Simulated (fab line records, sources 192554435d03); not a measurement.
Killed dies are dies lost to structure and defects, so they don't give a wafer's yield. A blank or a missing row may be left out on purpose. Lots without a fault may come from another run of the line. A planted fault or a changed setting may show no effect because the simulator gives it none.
Problem report in the 8D (eight disciplines) form, filled by code | flow n5_finfet | the parts of the form that need people (team, actions taken, sign-off) are left out

1. THE PROBLEM
raw_defect_count at N5_BEOL_M2_INSPECT_30 reads a mean of 1213 on 1 wafer of 1 lot; wafers without a fault read 394 with a standard deviation of 91. That is +9.0 standard deviations from the usual mean.
The step: inspects for defects (brightfield).
First seen on wafer L165.4, day 9 00:48, on defect_inspect-02. The record holds 24 wafers of 8 lots with a number at this step. Rule for "out", or "out of limits": more than 4 standard deviations from the usual mean. The other wafers with a number count as sound.

2. WHAT IT IS AND WHAT IT IS NOT
question                    | is                | is not
which readings at this step | raw_defect_count  | -
which lots                  | L165              | L158, L163, L168, L169, L176, L178, L179
which wafers of those lots  | L165.4            | L165.2, L165.5
read on which gauges        | defect_inspect-02 | defect_inspect-01
when                        | from day 9 00:48  | up to then (8 sound wafers); but 15 sound wafers of L168, L169, L176, L178, L179 came after

3. SUSPECTS, AND WHAT RULES EACH OUT
Counting: a tool at a process step up to the reading stays a suspect if it ran every lot that is out. Sound lots after the first of them don't rule it out here, since some wafers of a struck lot are sound.
- the gauge at N5_BEOL_M2_INSPECT_30: ruled out. All the wafers that are out were read on defect_inspect-02, but those of them that N5_PASSIVATION_PROBE_49 has rows for are out there too, on other tools.
- rie_diel-06 at N5_BEOL_M2_ETCH_74 (etches underlayer in N2/H2, target depth 6.5 nm, time 5.2 s): kept. It ran the lot that is out, L165 (day 8 23:40); its last sound lot up to then is L163 (day 8 05:13).
- Within rie_diel-06 at N5_BEOL_M2_ETCH_74: the wafers that are out ran in chamber 0; their sound lot-mates ran in chamber 3.
Left after counting: rie_diel-06 at N5_BEOL_M2_ETCH_74.

4. THE CAUSE (what the simulator had put in)
Chamber particle source: rie_diel-06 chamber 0, from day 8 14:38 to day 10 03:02, at N5_BEOL_M2_ETCH_74. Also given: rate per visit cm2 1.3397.
Counting left only this tool.

5. THE CHAIN OF EFFECTS, in route order
Each row: a reading whose mean over the struck wafers that have a number lies more than 3 standard deviations from the usual. Only readings for which the record gives a usual standard deviation are gone through. hours: the time from each lot's start at the first step in this table that gives one to its start at this step, as a median over the lots. sigmas: the change in usual standard deviations.
hours | step                    | reading              | usual  | on struck wafers | change | sigmas
0     | N5_BEOL_M2_INSPECT_30   | raw_defect_count     | 394    | 1213             | +819   | +9.0
133   | N5_PASSIVATION_PROBE_49 | defect_limited_yield | 91.6 % | 81.4             | -10.2  | -8.5
133   | N5_PASSIVATION_PROBE_49 | killed_at_M0_to_M3   | 33     | 170              | +137   | +15
133   | N5_PASSIVATION_PROBE_49 | killed_dies          | 99     | 220              | +121   | +8.1
133   | N5_PASSIVATION_PROBE_49 | sort_bin_5_function  | 4.9 %  | 10.8             | +5.9   | +7.7
133   | N5_PASSIVATION_PROBE_49 | sort_n_pass          | 1081   | 960              | -121   | -8.1
133   | N5_PASSIVATION_PROBE_49 | sort_yield_pct       | 91.6 % | 81.4             | -10.2  | -8.5
The process steps in it:
- N5_PASSIVATION_PROBE_49
Later measuring or inspecting steps at which every struck wafer that the step has a row for has a number for every such reading, and none has moved that far: N5_BEOL_M4_RC_MEAS_101.

6. WHAT WOULD HAVE CAUGHT IT SOONER
In this record the first reading out of limits at a measuring or inspecting step was taken at day 9 00:48, 10 hours after the fault began at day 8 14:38.
Of the tool readings at N5_BEOL_M2_ETCH_74 for which the record gives a usual standard deviation, none was out on any struck wafer, so an alarm limit of 4 standard deviations on them would not have fired.
All the lots that are out (1) had begun N5_BEOL_M2_ETCH_74 on rie_diel-06 by day 9 00:48. A hold on the tool at that time would have spared none of them.
